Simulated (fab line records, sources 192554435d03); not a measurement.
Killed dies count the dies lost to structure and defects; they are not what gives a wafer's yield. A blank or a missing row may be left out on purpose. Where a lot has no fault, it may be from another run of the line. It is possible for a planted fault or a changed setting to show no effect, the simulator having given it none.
The tool behind it: which one? -- flow n5 finfet -- Sampling: 11 lots, 33 wafers, 3 of 1938 route steps

WHAT THE GAUGES READ, wafer by wafer
N5_HKMG_FIN_INSPECT_14: inspects for defects (macro).
lot,measured,on,raw defect count
L318,day 4 03:46,defect inspect-01,1 2 3
L319,day 4 06:38,defect inspect-02,1 4 2
L320,day 4 18:23,defect inspect-02,1 0 2
L325,day 6 02:02,defect inspect-01,>300 >300 >300
L327,day 6 10:20,defect inspect-01,>300 >300 >300
L328,day 6 14:04,defect inspect-02,>300 >300 >300
L333,day 7 22:05,defect inspect-02,2 2 1
L332,day 8 03:06,defect inspect-01,2 1 1
L337,day 9 00:19,defect inspect-01,5 2 4
L338,day 9 03:40,defect inspect-02,1 0 0
L341,day 10 00:18,defect inspect-01,1 0 7

EACH LOT AND THE TOOL THAT RAN IT (in order: tool; ch and the chambers of the sampled wafers; start)
lot,N5_HKMG_FIN_ETCH_55,N5_HKMG_FIN_WET_ETCH_78
L318,"rie diel-05 ch 0,1,3, day 4 00:31","wet bench-03 ch 0,3,4, day 4 01:43"
L319,"rie diel-04 ch 1,2,3, day 4 03:21","wet bench-05 ch 0,2,6, day 4 04:34"
L320,"rie diel-04 ch 0,2,3, day 4 15:10","wet bench-05 ch 1,3,5, day 4 16:22"
L325,"rie diel-03 ch 0,1,3, day 5 22:47","wet bench-05 ch 4,5,7, day 5 23:59"
L327,"rie diel-03 ch 0,1,3, day 6 07:05","wet bench-05 ch 2,4,7, day 6 08:17"
L328,"rie diel-04 ch 2,3, day 6 10:52","wet bench-05 ch 0,4,5, day 6 12:05"
L333,"rie diel-05 ch 0,1,3, day 7 18:44","wet bench-04 ch 2,6,7, day 7 19:56"
L332,"rie diel-05 ch 0,3, day 7 23:45","wet bench-04 ch 0,2,3, day 8 00:58"
L337,"rie diel-05 ch 0,1,3, day 8 21:11","wet bench-04 ch 1,2,4, day 8 22:24"
L338,"rie diel-04 ch 1,3, day 9 00:01","wet bench-03 ch 0,2,3, day 9 01:14"
L341,"rie diel-05 ch 0,1,3, day 9 21:04","wet bench-03 ch 3,4,5, day 9 22:16"
- N5_HKMG_FIN_ETCH_55: etches SOC in N2/H2, target depth 240 nm, time 300 s.
- N5_HKMG_FIN_WET_ETCH_78: etches Al2O3 in dNH4OH, stops on La2O3, target depth 4.5 nm, rinse time 30 s.

THE ANSWER, worked out from the rows above alone
Rule: what is usual is taken from the lots themselves. The widest of any qualifying gaps counts: lots, ordered by their means at a reading, are off when they make up no more than a third of the lots, leave a main group of 4 or more, and stand apart from it by 3 or more times the standard deviation of that group's means. A main group is skipped when, at the precision printed for the reading in the tables above, its means are all equal. Also off: a lot with no number at a reading for which 4 or more lots have one. All remaining lots with rows at the step are treated as sound.
Off: L325, L327, L328 (N5_HKMG_FIN_INSPECT_14, raw defect count). Without a number there: L325, L327, L328. The main group: mean 1.9, standard deviation 0.97.
If a tool, at a process step before that reading, ran all the lots that are off and no sound lot after the first of them, it fits. Those tools and the gauges at N5_HKMG_FIN_INSPECT_14 are tried in the same way. One fits: wet bench-05 at N5_HKMG_FIN_WET_ETCH_78. A fault onset in the window from L320 (day 4 16:22, its last sound lot) to L325 (day 5 23:59, its first lot off) fits.

WHAT HAD BEEN PUT IN BY THE SIMULATOR
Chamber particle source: wet bench-05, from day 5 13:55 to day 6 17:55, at N5_HKMG_FIN_WET_ETCH_78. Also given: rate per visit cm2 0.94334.
Shown lots that were struck: L325, L327, L328. The same result came from the rule above.
